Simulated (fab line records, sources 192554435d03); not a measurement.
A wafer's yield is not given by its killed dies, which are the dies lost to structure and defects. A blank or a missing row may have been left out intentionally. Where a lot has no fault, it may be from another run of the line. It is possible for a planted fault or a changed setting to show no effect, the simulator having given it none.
fab line records    flow n5_finfet
[record] lots = 4  wafers = 12  last_day = 19
route steps=1938 shown BEOL_M7@1263 BEOL_M15@1830 PASSIVATION@1936
lots that met no fault: from a run of the same line without faults
start_h: hours from the record's opening day to when the first of the lot's shown wafers began    wait_h: hours since the lot's step before    " same as the row above    L1.1+2: a row that stands for several wafers    - no value present, or no start provided    * or withheld: withheld    < > ~ a bound
route shown NAME@n: names a module that has steps shown in the file, with the first one's number in the route    usual: average and standard deviation across the fault-free wafers    same: alike in all rows    chamber/n: place in a boat    sites: each site's reading    _std_site: standard deviation across them    _edge_site: inner sites' mean taken away from outer sites' mean    radius_mm: how far each site lies from the wafer's centre    mask NAME#n: copy n    behind: the last tool/chamber to shape the wafer    hold: reason for holding the lot/hours on hold/outcome of the hold    device: names the non-switching transistor (n, p or np)    end of line: the tests these same wafers got at the end of their route    for a step that has no rows: nothing shown but its recipe    killed: dies lost to structure and defects at the first sort, not the wafer's yield    map: dies across one wafer; x = killed, . = not, _ = none there
set.NAME: the run value of the setting; set.NAME@STEP: its run value at that earlier step    model.NAME: the simulator's own value behind a step, which no gauge read
lots at selected steps of the route; one table per step, one row per wafer
services: when a tool's chamber went out of use (start_h, in hours from the record's first day, below 0 if earlier), for how many hours, and the reason
[[steps]]
[step N5_BEOL_M7_ILD_DEP_00]
[recipe] material = SiCOH_lowk  target_thk_a = 1797.5  temp_c = 300  precursor = DEMS/porogen  pressure_torr = 5  rf_w = 500  time_s = 33.4
[step N5_BEOL_M7_CURE_74]
[recipe] temp_c = 385  time_s = 240  ambient = He/Ar  material = SiCOH_lowk
[step N5_BEOL_M7_PECVD_70]
[recipe] material = SiO2  target_thk_a = 200  temp_c = 400  precursor = TEOS/O2  pressure_torr = 5.5  rf_w = 450  teos_flow_sccm = 53.8  gas = O2  flow_sccm = 3000  time_s = 22.7
[step N5_BEOL_M7_HM_DEP_02]
[recipe] material = TiN  target_thk_a = 200  temp_c = 25  chamber_pressure_pa = 0.49996
[step N5_BEOL_M7_COAT_59]
[recipe] resist = SOC  temp_c = 250  time_s = 60  spin_rpm = 1500  resist_thk_nm = 100
[step N5_BEOL_M7_COAT_60]
[recipe] resist = SiARC  temp_c = 220  time_s = 60  spin_rpm = 1500  resist_thk_nm = 35
[step N5_BEOL_M7_COAT_05]
[recipe] resist = CAR-ArF  spin_rpm = 1500  resist_thk_nm = 90
[step N5_BEOL_M7_EBR_07]
[recipe] solvent = PGMEA  ebr_width_mm = 1.5
[step N5_BEOL_M7_SOFTBAKE_06]
[recipe] temp_c = 110  time_s = 60  resist = CAR-ArF
[step N5_BEOL_M7_EXPOSE_08]
[recipe] mask_id = M7  na = 1.35  source_shape = dipole  sigma_inner = 0.817  sigma_outer = 0.97  polarization = te  dose_mj = 68.25
[usual] exposure_dose_mJ_cm2 = 68.17/0.077
lot.wafer  tool             chamber  start_h  wait_h  mask  exposure_dose_mJ_cm2
L849.1     arfi_scanner-01  0        247.96   -       M7#0  68.22
L849.3     "                0        "        "       M7#0  68.30
L849.5     "                0        "        "       M7#0  68.23
L862.1     arfi_scanner-01  0        334.12   -       M7#0  73.35
L862.2     "                0        "        "       M7#0  73.36
L862.3     "                0        "        "       M7#0  73.33
L863.3     arfi_scanner-03  0        337.16   -       M7#0  68.05
L863.5     "                0        "        "       M7#0  68.05
L863.6     "                0        "        "       M7#0  68.09
L866.1     arfi_scanner-01  0        366.42   -       M7#0  71.63
L866.2     "                0        "        "       M7#0  71.46
L866.4     "                0        "        "       M7#0  71.58
[step N5_BEOL_M7_PEB_09]
[recipe] peb_temp_c = withheld  peb_time_s = 60  resist = CAR-ArF
[step N5_BEOL_M7_DEVELOP_10]
[recipe] develop_time_s = 30  developer = TMAH  resist = CAR-ArF  rinse_liquid = diw  dry = air_spin  dev_temp_c = 23
[step N5_BEOL_M7_CD_MEAS_11]
[recipe] target_cd_nm = 38.5  landing_energy_ev = 500  detector = se_inlens  polarity = opening
[usual] cd_nm = 38.7/0.45
lot.wafer  tool       chamber  start_h  wait_h  cd_nm
L849.1     cd_sem-02  0        248.08   -       38.2
L849.3     "          0        "        "       38.2
L849.5     "          0        "        "       38.4
L862.1     cd_sem-03  0        334.25   -       41.7
L862.2     "          0        "        "       42.6
L862.3     "          0        "        "       42.7
L863.3     cd_sem-03  0        337.28   -       38.5
L863.5     "          0        "        "       38.8
L863.6     "          0        "        "       38.7
L866.1     cd_sem-02  0        366.55   -       41.0
L866.2     "          0        "        "       41.0
L866.4     "          0        "        "       41.8
[step N5_BEOL_M7_DESCUM_16]
[recipe] chemistry = O2  time_s = 7.9  source_power_w = 50  bias_power_w = 20  pressure_mtorr = 20  rf_frequency_hz = 2.712e+07  temp_c = 40  resist = CAR-ArF  o2_flow_sccm = 225
[step N5_BEOL_M7_ETCH_61]
[recipe] chemistry = CF4  target = SiARC  target_depth_a = 455  mask_material = CAR-ArF  time_s = 75.8  ion_energy_ev = 80  pressure_mtorr = 40  source_w = 545  bias_w = 36  Ar_flow_sccm = 100  cf4_flow_sccm = 100  ends = cleared
[usual] drypump_motor_current_A = 5.59/0.29  etch_rf_on_time_s = 75.5/1.7  oes_product_au = 0.65/0.065  rf_vpp_V = 184.2/1.2  showerhead_plenum_p_Torr = 2.16/0.062  throttle_valve_pct = 15.84/0.23
lot.wafer  tool         chamber  start_h  wait_h  drypump_motor_current_A  etch_rf_on_time_s  oes_product_au  rf_hours_counter_h  rf_vpp_V  showerhead_plenum_p_Torr  throttle_valve_pct  model.BEOL_M7.cd_offset_nm
L849.1     rie_diel-02  3        249.63   0.0     5.00                     75.4               0.79            35                  187.1     2.28                      15.72               -1
L849.3     "            2        "        "       5.63                     74.1               0.61            211                 183.4     2.13                      16.01               -0.6
L849.5     "            1        "        "       5.60                     79.8               0.59            -                   184.7     2.21                      15.84               0
L862.1     rie_diel-02  1        336.01   0.0     5.60                     79.8               0.58            229                 185.4     2.20                      15.88               3.4
L862.2     "            2        "        "       5.65                     74.9               0.59            238                 182.7     2.12                      16.06               3.8
L862.3     "            3        "        "       5.04                     75.5               0.74            61                  185.4     2.27                      15.76               3.8
L863.3     rie_diel-01  2        340.50   0.1     5.50                     75.6               0.59            -                   184.9     2.20                      16.13               0.2
L863.5     "            2        "        "       5.50                     75.2               0.60            -                   184.0     2.20                      16.13               0.6
L863.6     "            2        "        "       5.51                     74.7               0.60            -                   186.0     2.20                      16.11               0.8
L866.1     rie_diel-02  3        366.84   0.0     5.02                     74.4               0.74            72                  186.5     2.27                      15.80               2.4
L866.2     "            1        "        "       5.62                     79.0               0.58            240                 184.7     2.19                      15.93               2.8
L866.4     "            0        "        "       5.77                     75.8               0.68            105                 182.2     2.08                      15.39               3.6
[step N5_BEOL_M7_ETCH_62]
[recipe] chemistry = N2/H2  target = SOC  target_depth_a = 1100  overetch_a = 220  mask_material = SiARC  temp_c = 40  time_s = 165  ion_energy_ev = 200  pressure_mtorr = 30  source_w = 840  bias_w = 150  n2_flow_sccm = 200  h2_flow_sccm = 200
[step N5_BEOL_M7_STRIP_68]
[recipe] chemistry = N2/H2  temp_c = 40  n2_flow_sccm = 200  h2_flow_sccm = 200  rf_frequency_hz = 6e+07
[step N5_BEOL_M7_STRIP_67]
[recipe] chemistry = CF4  resist = SiARC  power_w = 300  bias_power_w = 75  pressure_mtorr = 50  cf4_flow_sccm = 150  rf_frequency_hz = 6e+07
[step N5_BEOL_M7_HM_OPEN_17]
[recipe] chemistry = Cl2/BCl3  target_depth_a = 200  overetch_a = 60  target = TiN  mask_material = SOC  ion_energy_ev = 150  pressure_mtorr = 10  icp_w = 1000  bias_w = 126  Cl2_flow_sccm = 53.25  bcl3_flow_sccm = 21.75  Ar_flow_sccm = 25
[usual] bcl3_flow_sccm = 21.76/0.067  drypump_motor_current_A = 5.7/0.44  he_backside_leak_sccm = 3.4/0.38  oes_product_au = 0.68/0.068  throttle_valve_pct = 22.02/0.21
lot.wafer  tool          chamber  start_h  wait_h  bcl3_flow_sccm  drypump_motor_current_A  he_backside_leak_sccm  oes_product_au  rf_hours_counter_h  throttle_valve_pct  model.BEOL_M7.cd_offset_nm
L849.1     rie_metal-01  1        249.87   0.0     21.61           4.9                      3.6                    0.53            119                 22.41               -1
L849.3     "             0        "        "       21.76           6.1                      3.3                    0.52            -                   22.28               -0.6
L849.5     "             1        "        "       21.64           4.9                      3.6                    0.54            -                   22.40               -0.4
L862.1     rie_metal-02  1        336.25   0.0     21.72           5.7                      3.2                    0.64            54                  21.81               3.4
L862.2     "             1        "        "       21.76           5.7                      3.2                    0.63            -                   21.81               3.6
L862.3     "             1        "        "       21.74           5.8                      3.4                    0.64            -                   21.79               3.8
L863.3     rie_metal-01  1        341.53   0.4     21.77           4.9                      3.7                    0.75            -                   21.91               0.6
L863.5     "             1        "        "       21.81           5.0                      3.6                    0.77            -                   21.93               0.8
L863.6     "             0        "        "       21.89           6.1                      3.2                    0.77            -                   21.72               1
L866.1     rie_metal-02  1        367.18   0.1     21.76           5.7                      3.1                    0.64            58                  21.81               2.4
L866.2     "             0        "        "       21.81           5.5                      2.9                    0.68            29                  22.16               2.8
L866.4     "             1        "        "       21.70           5.8                      3.2                    0.63            -                   21.80               3.4
[step N5_BEOL_M7_STRIP_19]
[recipe] chemistry = O2  power_w = 400  temp_c = 40  pressure_mtorr = 30  rf_frequency_hz = 6e+07  bias_power_w = 0  overash_fraction = 0.2  o2_flow_sccm = 225
[step N5_BEOL_M7_CD_MEAS_18]
[recipe] pitch_nm = 80  target_cd_nm = 40
[usual] cd_nm = 40.1/0.62
lot.wafer  tool       chamber  start_h  wait_h  cd_nm
L849.1     cd_sem-01  -        250.35   0.0     39.0
L849.3     "          -        "        "       39.3
L849.5     "          -        "        "       39.7
L862.1     cd_sem-03  -        336.62   0.0     43.3
L862.2     "          -        "        "       43.6
L862.3     "          -        "        "       43.9
L863.3     cd_sem-03  -        341.72   0.1     40.6
L863.5     "          -        "        "       41.1
L863.6     "          -        "        "       41.1
L866.1     cd_sem-01  -        367.36   0.0     42.6
L866.2     "          -        "        "       42.7
L866.4     "          -        "        "       43.5
[step N5_BEOL_M7_COAT_63]
[recipe] resist = SOC  temp_c = 250  time_s = 60  spin_rpm = 1500  resist_thk_nm = 60
[step N5_BEOL_M7_COAT_64]
[recipe] resist = SiARC  temp_c = 220  time_s = 60  spin_rpm = 1500  resist_thk_nm = 12
[step N5_BEOL_M7_COAT_71]
[recipe] resist = underlayer  temp_c = 205  time_s = 60  spin_rpm = 1500  resist_thk_nm = 5
[step N5_BEOL_M7_COAT_22]
[recipe] resist = CAR-EUV  spin_rpm = 1500  resist_thk_nm = 30
[step N5_BEOL_M7_EBR_24]
[recipe] solvent = PGMEA  ebr_width_mm = 1.5
[step N5_BEOL_M7_SOFTBAKE_23]
[recipe] temp_c = 110  time_s = 60  resist = CAR-EUV
[step N5_BEOL_M7_EXPOSE_25]
[recipe] mask_id = V6  na = 0.33  source_shape = annular  sigma_inner = 0.4  sigma_outer = 0.8  polarization = unpolarized  target_cd_nm = 40  dose_mj = 42.5
[step N5_BEOL_M7_PEB_26]
[recipe] peb_temp_c = 100  peb_time_s = 60  resist = CAR-EUV
[step N5_BEOL_M7_DEVELOP_27]
[recipe] develop_time_s = 30  developer = TMAH  resist = CAR-EUV  rinse_liquid = surfactant_rinse  dry = air_spin  dev_temp_c = 23
[step N5_BEOL_M7_DESCUM_33]
[recipe] chemistry = O2  time_s = 7  source_power_w = 50  bias_power_w = 20  pressure_mtorr = 20  rf_frequency_hz = 2.712e+07  temp_c = 40  resist = CAR-EUV  o2_flow_sccm = 225
[step N5_BEOL_M7_ETCH_72]
[recipe] chemistry = N2/H2  target = underlayer  target_depth_a = 65  mask_material = CAR-EUV  time_s = 5.2  ion_energy_ev = 200  pressure_mtorr = 30  source_w = 840  bias_w = 150  n2_flow_sccm = 200  h2_flow_sccm = 200  ends = cleared
[step N5_BEOL_M7_ETCH_65]
[recipe] chemistry = CF4  target = SiARC  target_depth_a = 156  mask_material = CAR-EUV  time_s = 26  ion_energy_ev = 80  pressure_mtorr = 40  source_w = 545  bias_w = 36  Ar_flow_sccm = 100  cf4_flow_sccm = 100  ends = cleared
[step N5_BEOL_M7_ETCH_66]
[recipe] chemistry = N2/H2  target = SOC  target_depth_a = 800  overetch_a = 160  mask_material = SiARC  temp_c = 40  time_s = 120  ion_energy_ev = 200  pressure_mtorr = 30  source_w = 840  bias_w = 150  n2_flow_sccm = 200  h2_flow_sccm = 200
[step N5_BEOL_M15_RC_MEAS_101]
[usual] etest_temp_c = 25.00/0.12  COMB_M10 = 1.49e-11/2.9e-12  COMB_M11 = 1.6e-11/3.4e-12  COMB_M12 = 6.7e-12/1.7e-12  COMB_M13 = 5.2e-12/1.5e-12  COMB_M14 = 4e-12/1.3e-12  COMB_M15 = 2.8e-12/1.2e-12  COMB_M5 = 3.8e-11/7.7e-12  COMB_M6 = 2.6e-11/5.3e-12  COMB_M7 = 2.7e-11/5.6e-12  COMB_M8 = 2.5e-11/5.9e-12  COMB_M9 = 1.5e-11/3.2e-12  COMB_M9_max_site = 2.2e-11/5.4e-12  SERP_M10 = 3.05/0.082  SERP_M11 = 3.06/0.085  SERP_M12 = 0.644/0.018  SERP_M12_max_site = 0.656/0.019  SERP_M13 = 0.308/0.0066  SERP_M13_max_site = 0.311/0.0068  SERP_M14 = 0.161/0.0035  SERP_M5 = 39.0/1.6  SERP_M6 = 13.7/0.46  SERP_M7 = 13.7/0.55  SERP_M8 = 13.7/0.5  SERP_M9 = 3.06/0.088
lot.wafer  tool       chamber  start_h  wait_h  etest_temp_c  COMB_M10[S/m]  COMB_M11[S/m]  COMB_M12[S/m]  COMB_M13[S/m]  COMB_M14[S/m]  COMB_M15[S/m]  COMB_M5[S/m]  COMB_M6[S/m]  COMB_M7[S/m]  COMB_M8[S/m]  COMB_M9[S/m]  COMB_M9_max_site[S/m]  SERP_M10[ohm/um]  SERP_M11[ohm/um]  SERP_M12[ohm/um]  SERP_M12_max_site[ohm/um]  SERP_M13[ohm/um]  SERP_M13_max_site[ohm/um]  SERP_M14[ohm/um]  SERP_M5[ohm/um]  SERP_M6[ohm/um]  SERP_M7[ohm/um]  SERP_M8[ohm/um]  SERP_M9[ohm/um]
L849.1     prober-02  0        318.17   0.0     24.97         1.41e-11       2.2e-11        3.5e-12        4.9e-12        3.1e-12        2e-12          3.5e-11       2.6e-11       2.3e-11       3.5e-11       1.2e-11       1.9e-11                3.15              3.04              0.629             0.639                      0.316             0.321                      0.156             41.0             13.7             14.5             14.1             3.04
L849.3     "          0        "        "       24.92         1.46e-11       1.5e-11        4.7e-12        2e-12          1.5e-12        1.8e-12        3.8e-11       2.1e-11       1.9e-11       1.7e-11       1e-11         1.2e-11                3.13              3.02              0.648             0.660                      0.319             0.322                      0.153             41.4             13.3             14.7             14.1             3.14
L849.5     "          0        "        "       24.95         1.02e-11       1.5e-11        5.4e-12        3.1e-12        3e-12          1e-12          4.7e-11       2.7e-11       2.9e-11       2.6e-11       1.2e-11       2e-11                  3.08              3.09              0.614             0.628                      0.312             0.316                      0.155             40.8             14.1             14.0             14.0             3.11
L863.3     prober-02  0        408.84   0.3     25.04         2.14e-11       1.4e-11        4.5e-12        4.2e-12        3.1e-12        2e-12          3.5e-11       3.7e-11       2.4e-11       2.5e-11       1.1e-11       2e-11                  2.96              3.05              0.656             0.670                      0.298             0.300                      0.167             38.6             14.4             12.8             13.2             3.10
L863.5     "          0        "        "       25.26         2.02e-11       1.8e-11        5e-12          2e-12          2.2e-12        2.6e-12        3.4e-11       2.1e-11       3.1e-11       3.1e-11       1e-11         1.5e-11                2.93              2.87              0.635             0.646                      0.309             0.311                      0.161             40.0             14.4             13.1             13.5             3.04
L863.6     "          0        "        "       25.12         2.21e-11       2e-11          4.7e-12        2.4e-12        3.2e-12        2.6e-12        3.8e-11       3.1e-11       2.5e-11       2.4e-11       1.4e-11       1.7e-11                2.96              3.08              0.646             0.661                      0.309             0.312                      0.161             40.8             14.0             12.8             13.7             3.19
L862.1     prober-02  0        418.32   0.0     24.93         1.78e-11       1.7e-11        7.2e-12        4.3e-12        3.4e-12        2.3e-12        4.4e-11       2.2e-11       3.3e-11       3.3e-11       1.9e-11       4.2e-11                3.01              3.09              0.621             0.633                      0.301             0.302                      0.162             37.7             14.2             12.3             13.3             3.08
L862.2     "          0        "        "       25.01         1.52e-11       1.2e-11        4.6e-12        3.4e-12        2.9e-12        2.3e-12        4.8e-11       2.7e-11       2.7e-11       2e-11         1.6e-11       2e-11                  2.93              3.15              0.630             0.639                      0.310             0.313                      0.165             37.5             13.4             11.4             13.9             3.09
L862.3     "          0        "        "       24.95         1.82e-11       1.9e-11        5.9e-12        3.6e-12        2.8e-12        1.7e-12        3.7e-11       2.9e-11       3.6e-11       1.8e-11       1.9e-11       2.8e-11                2.97              2.97              0.633             0.648                      0.301             0.304                      0.156             39.0             13.2             12.1             13.7             3.10
L866.1     prober-02  0        443.63   0.0     25.14         1.66e-11       1.3e-11        5.1e-12        4.7e-12        3.5e-12        1.3e-12        3.5e-11       3e-11         2.5e-11       1.4e-11       1e-11         1.7e-11                2.89              3.05              0.659             0.675                      0.289             0.292                      0.163             38.5             13.6             11.9             13.0             2.96
L866.2     "          0        "        "       25.01         1.6e-11        2.1e-11        4.8e-12        5.9e-12        2.8e-12        1.9e-12        3.5e-11       3.6e-11       2.4e-11       4.1e-11       1.7e-11       1.8e-11                3.00              2.96              0.657             0.669                      0.306             0.309                      0.167             41.6             13.9             12.4             13.3             3.09
L866.4     "          0        "        "       24.99         1.59e-11       1.8e-11        4.6e-12        4.1e-12        3.7e-12        1.3e-12        4.8e-11       2.3e-11       2.9e-11       2.7e-11       1.5e-11       1.9e-11                2.97              2.98              0.664             0.677                      0.307             0.311                      0.163             39.2             13.7             12.4             13.8             2.89
// sites SERP_M7 radius_mm=0,75,75,75,75,140,140,140,140
L849.1 14.1 15.0 14.5 14.9 14.6 14.1 14.0 14.9 14.2
L863.3 12.9 12.8 12.7 13.3 13.1 13.1 12.4 12.8 12.6
L862.1 12.6 12.6 12.0 12.3 12.9 12.3 12.2 12.1 12.3
L866.1 11.9 12.1 11.8 12.0 11.5 11.7 11.9 12.0 11.5
[step N5_PASSIVATION_PROBE_49]
[usual] defect_limited_yield = 91.1/1.4  killed_at_M0_to_M3 = 36/11  killed_at_M4_up = 14/5.2  killed_at_contacts = 12/6.1  killed_at_front_end = 40/12  killed_at_other = 3.2/2.5  killed_dies = 105/16  killed_open = 68/12  killed_short = 35/8.7  sort_bin_5_function = 5.2/0.89  sort_bin_6_memory = 3.3/0.66  sort_n_pass = 1074/16  sort_yield_pct = 91.1/1.4
[same] gross_dies = 1180  killed_at_back_side = 0  sort_bin_4_leakage[%] = 0  sort_bin_8_speed[%] = 0
lot.wafer  tool       chamber  start_h  wait_h  defect_limited_yield[%]  killed_at_M0_to_M3  killed_at_M4_up  killed_at_contacts  killed_at_front_end  killed_at_other  killed_dies  killed_open  killed_short  sort_bin_5_function[%]  sort_bin_6_memory[%]  sort_n_pass  sort_yield_pct[%]
L862.1     prober-02  -        434.39   0.0     91.4                     26                  25               7                   42                   1                101          65           31            4.8                     3.1                   1079         91.4
L862.2     prober-02  -        434.44   0.1     90.0                     30                  23               9                   54                   2                118          73           34            5.8                     3.5                   1062         90.0
L862.3     prober-02  -        434.49   0.1     90.7                     28                  24               10                  48                   0                110          65           33            5.0                     3.2                   1070         90.7
L866.4     prober-02  -        458.50   0.2     91.4                     44                  16               19                  22                   1                102          69           28            4.6                     3.6                   1078         91.4
// killed by level:class
L862.1 FIN_SAQP:geometric_particle:open=10 BEOL_M4:geometric_particle:open=8 BEOL_M0_SAQP:geometric_particle:open=8 BEOL_M3:geometric_particle:open=8 GATE_CUT:geometric_particle:short=7 DUMMY_GATE:geometric_particle:open=6 FIN_SAQP:geometric_particle:short=5 STI_FIN_REVEAL:geometric_particle:open=5
L862.2 DUMMY_GATE:geometric_particle:open=12 FIN_SAQP:geometric_particle:short=11 BEOL_M3:geometric_particle:open=9 MOL_CONTACT_COAG:geometric_particle:open=8 FIN_SAQP:geometric_particle:open=7 BEOL_M2:geometric_particle:open=6 BEOL_M0_SAQP:geometric_particle:short=5 BEOL_M1:geometric_particle:open=5
L862.3 MOL_CONTACT_COAG:geometric_particle:open=10 BEOL_M3:geometric_particle:open=10 FIN_SAQP:geometric_particle:short=9 GATE_CUT:geometric_particle:short=9 BEOL_M0_SAQP:geometric_particle:short=7 BEOL_M7:area_expose=7 FIN_SAQP:geometric_particle:open=6 BEOL_M0_SAQP:geometric_particle:open=6
L866.4 BEOL_M2:geometric_particle:open=17 MOL_CONTACT_COAG:geometric_particle:open=15 BEOL_M0_SAQP:geometric_particle:short=7 BEOL_M0:geometric_particle:short=6 BEOL_M5:geometric_particle:open=6 STI_FIN_REVEAL:geometric_particle:open=5 MOL_CONTACT_COAG:geometric_particle:short=4 BEOL_M0_SAQP:geometric_particle:open=4
[[services]]
tool             chamber  start_h  hours  kind
arfi_scanner-03  -        230.59   1.3    pm
rie_metal-01     -        238.53   0.7    repair
arfi_scanner-03  0        240.61   -      calibration
rie_diel-02      -        241.28   5.4    repair
arfi_scanner-03  -        245.49   0.4    repair
rie_metal-01     0        257.63   -      clean
rie_metal-01     0        257.63   19.7   scheduled_down
rie_metal-01     0        257.63   19.7   vent_cycle
arfi_scanner-01  -        261.01   1.5    repair
arfi_scanner-01  0        264.58   -      calibration
rie_metal-01     1        277.35   -      clean
rie_metal-01     1        277.35   10.3   scheduled_down
rie_metal-01     1        277.35   10.3   vent_cycle
arfi_scanner-03  -        285.04   1.0    pm
arfi_scanner-03  -        288.18   0.8    pm
arfi_scanner-01  -        288.73   1.0    pm
arfi_scanner-01  -        303.08   0.8    pm
arfi_scanner-03  -        305.54   4.8    pm
rie_metal-01     -        308.64   2.8    pm
arfi_scanner-01  -        324.20   1.3    pm
rie_metal-02     0        330.54   9.5    repair
rie_diel-01      -        333.19   2.8    pm
arfi_scanner-03  -        356.09   1.3    pm
rie_metal-01     0        359.58   12.0   repair
[[key]]
[first_sign] step = N5_BEOL_M7_EXPOSE_08  reading = exposure_dose_mJ_cm2  direction = up  sigmas = 55  usual = 68.17  struck = 72.45
[effect] step = N5_BEOL_M7_CD_MEAS_11  reading = cd_nm  direction = up  sigmas = 6.9  usual = 38.7  struck = 41.8  through = control_loop
[effect] step = N5_BEOL_M7_CD_MEAS_18  reading = cd_nm  direction = up  sigmas = 5.1  usual = 40.1  struck = 43.3  through = control_loop
[effect] step = N5_BEOL_M15_RC_MEAS_101  reading = SERP_M7  direction = down  sigmas = 3  usual = 13.7  struck = 12.1
[model_effect] step = N5_BEOL_M7_ETCH_61  value = BEOL_M7.cd_offset_nm  without = 0.2  struck = 3.3
[model_effect] step = N5_BEOL_M7_HM_OPEN_17  value = BEOL_M7.cd_offset_nm  without = 0.2667  struck = 3.233
met_at N5_BEOL_M7_EXPOSE_08
struck_wafers L862.1,L862.2,L862.3,L866.1,L866.2,L866.4
[loop_trim] step = N5_BEOL_M7_EXPOSE_08  setting = dose  lots = L866
onset_between 247.96 334.12
[fault] kind = process_parameter_drift  tool = arfi_scanner-01  chamber = -  onset_h = 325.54  steps = N5_BEOL_M7_EXPOSE_08  channel = dose_mj  offset = 5.1685  shape = step  acts_in = these_recipes_only  stated = 68.25
// loop_trim: a control loop set the setting to another value than it would have without faults
